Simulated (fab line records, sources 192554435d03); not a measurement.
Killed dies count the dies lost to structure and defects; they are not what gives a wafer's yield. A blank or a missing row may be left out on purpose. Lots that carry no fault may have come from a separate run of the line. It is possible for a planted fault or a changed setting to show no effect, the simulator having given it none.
Struck lot and sound lot, side by side + flow n5_finfet + 15 out of 1938 route steps
Sound: the wafers L428.1, L428.2, L428.4. Struck: wafer L433.5. (L433.2, L433.4 of the same lot were not struck and are left out.) The cause comes at the end.
Order at every step that has rows: each side's tool, ch and its chambers, its first start. Under that, the readings that differ: sound wafers + struck wafers + difference of the means + sigmas: that difference in standard deviations of wafers without a fault.
alike: words and numbers the same on both sides, and readings whose means are apart by under 2 such deviations; not compared: readings that were withheld, readings missing a value for some wafer, numbers with overlapping values and no deviation given by the record, and bounds like >300 which may hide the same value.
The two part at a step that has a row with sigmas, a row that says differs or no value, or rows on one side only. Non-overlapping numbers with no deviation appear without sigmas and do not part them. A reading missing from all wafers of one side parts the sides only when that side holds two or more wafers.

N5_HKMG_FIN_ALD_72: deposits W, target thk 2 nm, pulse time 1 s, purge time 2 s.
  sound on cvd_w-01 ch 0,1, day 5 19:08; struck on cvd_w-02 ch 0, day 7 01:23
| reading            | sound       | struck | difference | sigmas |
|--------------------|-------------|--------|------------|--------|
| heater_power_w (W) | 432 421 431 | 490    | +62        | +2     |
  alike: precursor_pulse_height_rel
then, 3 steps without rows for these wafers: N5_HKMG_FIN_W_FILL_22 (material W, target thk 60 nm, time 18.2 s); N5_HKMG_FIN_PRECLEAN_83 (cleans in DIW, time 57.5 s); N5_HKMG_FIN_SRD_84 (dry time 32 s).
N5_HKMG_FIN_CMP_23: polishes, stops on SiNx, t overpolish 10 s, target thk 46.326 nm.
  sound on cmp-02 ch 0,1,2, day 5 19:18; struck on cmp-03 ch 3, day 7 01:38
  alike: motor_current_A, overpolish_run_s, time_to_endpoint_s
N5_HKMG_FIN_CMP_94: polishes, stops on SiNx, t overpolish 4.7 s, target thk 43.299 nm.
  sound on cmp-02 ch 0,1,2, day 5 19:47; struck on cmp-03 ch 3, day 7 02:04
  alike: motor_current_A
N5_HKMG_FIN_INSPECT_28: inspects for defects (darkfield).
  struck on defect_inspect-01, day 7 02:16; sound on defect_inspect-02, day 5 20:01
  alike: raw_defect_count
N5_GATE_CUT_ETCHBACK_00: etches W in SF6/Cl2.
  sound on rie_metal-01 ch 0,1, day 5 20:02; struck on rie_metal-01 ch 0, day 7 02:19
  alike: SF6_flow_sccm, drypump_motor_current_A, mfc_cl2_sccm, oes_product_au, throttle_valve_pct
  not compared: rf_hours_counter_h
then, 2 steps without rows for these wafers: N5_GATE_CUT_ETCH_56 (etches TiN in Cl2/Ar, target depth 21.6 nm); N5_GATE_CUT_ETCHBACK_30 (etches TiN in Cl2/Ar, target depth 3 nm).
N5_GATE_CUT_VAPOR_ETCH_60: etches HfO2 in BCl3/Cl2.
  sound on rie_metal-01 ch 0,1, day 5 20:17; struck on rie_metal-01 ch 0, day 7 02:33
  alike: drypump_motor_current_A, oes_product_au
N5_GATE_CUT_ETCH_58: etches SiNx in CH3F/O2, target depth 17 nm, time 128.6 s.
  sound on rie_diel-06 ch 1,2,3, day 5 20:20; struck on rie_diel-06 ch 3, day 7 02:39
| reading                              | sound          | struck | difference | sigmas |
|--------------------------------------|----------------|--------|------------|--------|
| oes_product_au (a.u.)                | 0.89 0.80 0.90 | 1.08   | +0.22      | +3     |
| model.etch.depth_nm (nm)             | 17 17.4 17.74  | 23.49  | +6.11      |        |
| model.SiNx_of_SDB_ALD_29.thk_nm (nm) | 24.6 24.6 24.4 | 23.4   | -1.1       |        |
  alike: drypump_motor_current_A, mfc_ar_sccm, rf_vpp_V, showerhead_plenum_p_Torr, throttle_valve_pct
  not compared: rf_hours_counter_h
then, 1 step without rows for these wafers: N5_GATE_CUT_STRIP_59 (strips in N2/H2, time 20 s).
-- record jumps: 4 days separate the struck wafers' starts on either side; left off in module GATE_CUT, taken up again in module BEOL_M4, whose first shown step is the route's number 1111 --
N5_BEOL_M4_RC_MEAS_101:
  sound on prober-01 ch 0, day 9 23:17; struck on prober-02 ch 0, day 11 12:13
  alike: DIBL_N, DIBL_P, IOFF_N, IOFF_P, ION_N, ION_P, SS_N, SS_P, VT_N, VT_P
then, 1 step without rows for these wafers: N5_PASSIVATION_PROBE_49.

== WHERE THEY PART ==
At N5_HKMG_FIN_ALD_72 first; at N5_GATE_CUT_ETCH_58 last (within this record only). Later steps at which nothing parts them and some readings are alike: N5_BEOL_M4_RC_MEAS_101.

WHY: what the simulator had put in
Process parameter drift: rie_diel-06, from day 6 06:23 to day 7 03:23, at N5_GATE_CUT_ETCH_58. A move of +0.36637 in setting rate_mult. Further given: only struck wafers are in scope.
